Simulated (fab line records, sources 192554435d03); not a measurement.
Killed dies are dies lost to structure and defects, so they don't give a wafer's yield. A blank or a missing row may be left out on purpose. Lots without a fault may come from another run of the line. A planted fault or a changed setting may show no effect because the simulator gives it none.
One fault seen from 2 desks | flow n5_finfet | each desk has only its own numbers; what lay behind them comes last

THE METROLOGY DESK
What the gauges read, lot by lot, whatever tool the lot ran on: means of the sampled wafers that have a number. A lot is out of limits, marked OUT, if its mean lies more than 4 standard deviations from the usual mean; the brackets give that distance. Of its 15 readings 7 are shown: the one that was out of limits first, and those that lie furthest out on some lot.
Columns: A = trench_depth_nm at N5_BEOL_M4_OCD_MEAS_38, usual 55.9 nm; B = M4_THK at N5_BEOL_M4_THK_MEAS_53, usual 40.9 nm; C = M4_RS at N5_BEOL_M4_RS_MEAS_58, usual 0.659 ohm/sq; D = IOFF_N at N5_BEOL_M4_RC_MEAS_101, usual 0.169 nA/um; E = SERP_M4 at N5_BEOL_M4_RC_MEAS_101, usual 193 ohm/um; F = SERP_M4_max_site at N5_BEOL_M4_RC_MEAS_101, usual 205 ohm/um; G = VT_P at N5_BEOL_M4_RC_MEAS_101, usual -251 mV
lot  | first seen here | A              | B              | C               | D     | E             | F             | G
L746 | day 10 02:31    | 56.6           | 40.5           | 0.670           | 0.155 | 199           | 212           | -251
L755 | day 11 19:19    | 40.4 (-22) OUT | 25.0 (-11) OUT | 1.248 (+23) OUT | 0.159 | 369 (+16) OUT | 404 (+15) OUT | -249
L757 | day 13 03:32    | 40.8 (-21) OUT | 26.6 (-10) OUT | 1.170 (+20) OUT | 0.213 | 345 (+14) OUT | 364 (+12) OUT | -249
L764 | day 14 21:20    | 55.5           | 41.8           | 0.642           | 0.155 | 186           | 196           | -257
This desk's finding: out of limits on L755, L757; first on L755, day 11 19:19 (trench_depth_nm at N5_BEOL_M4_OCD_MEAS_38). In limits: L746, L764.

THE TOOL OWNER'S DESK: rie_diel-03
The tool's own readings at N5_BEOL_M4_TRENCH_ETCH_37 (etches SiOC in C4F6/O2, target depth 55.555 nm, time 29.2 s): means of the sampled wafers that have a number, for each lot that ran on this tool. A lot is out of limits, marked OUT, if its mean lies more than 4 standard deviations from the usual mean; the brackets give that distance.
Columns: A = bias_w at N5_BEOL_M4_TRENCH_ETCH_37, usual 185.0 W; B = drypump_motor_current_A at N5_BEOL_M4_TRENCH_ETCH_37, usual 5.6 A; C = oes_product_au at N5_BEOL_M4_TRENCH_ETCH_37, usual 0.83 a.u.; D = rf_fwd_power_W at N5_BEOL_M4_TRENCH_ETCH_37, usual 349.0 W; E = rf_vpp_V at N5_BEOL_M4_TRENCH_ETCH_37, usual 668 V; F = showerhead_plenum_p_Torr at N5_BEOL_M4_TRENCH_ETCH_37, usual 2.89 Torr; G = throttle_valve_pct at N5_BEOL_M4_TRENCH_ETCH_37, usual 20.81 %
lot  | first seen here | A     | B   | C    | D     | E   | F    | G
L746 | day 10 02:22    | 184.7 | 5.6 | 0.84 | 348.1 | 669 | 2.90 | 20.83
L755 | day 11 19:10    | 184.7 | 5.7 | 0.62 | 348.7 | 664 | 2.80 | 20.95
L757 | day 13 03:23    | 185.0 | 5.4 | 0.64 | 347.8 | 661 | 2.72 | 20.86
This desk's finding: nothing out of limits on any of the 3 lots.

PUT TOGETHER
The metrology desk could have raised an alarm at day 11 19:19, on L755, L757.
The tool owner's desk saw nothing out of limits.
The tool owner's desk has L755, L757 on record, within its limits.
Of the lots named, all ran N5_BEOL_M4_TRENCH_ETCH_37 on rie_diel-03.

WHAT THE SIMULATOR HAD PUT IN
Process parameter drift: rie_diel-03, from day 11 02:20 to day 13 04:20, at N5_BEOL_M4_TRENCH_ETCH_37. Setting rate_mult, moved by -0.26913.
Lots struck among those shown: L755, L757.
Hours from the fault's start to each desk's first reading out of limits: the metrology desk, 17.
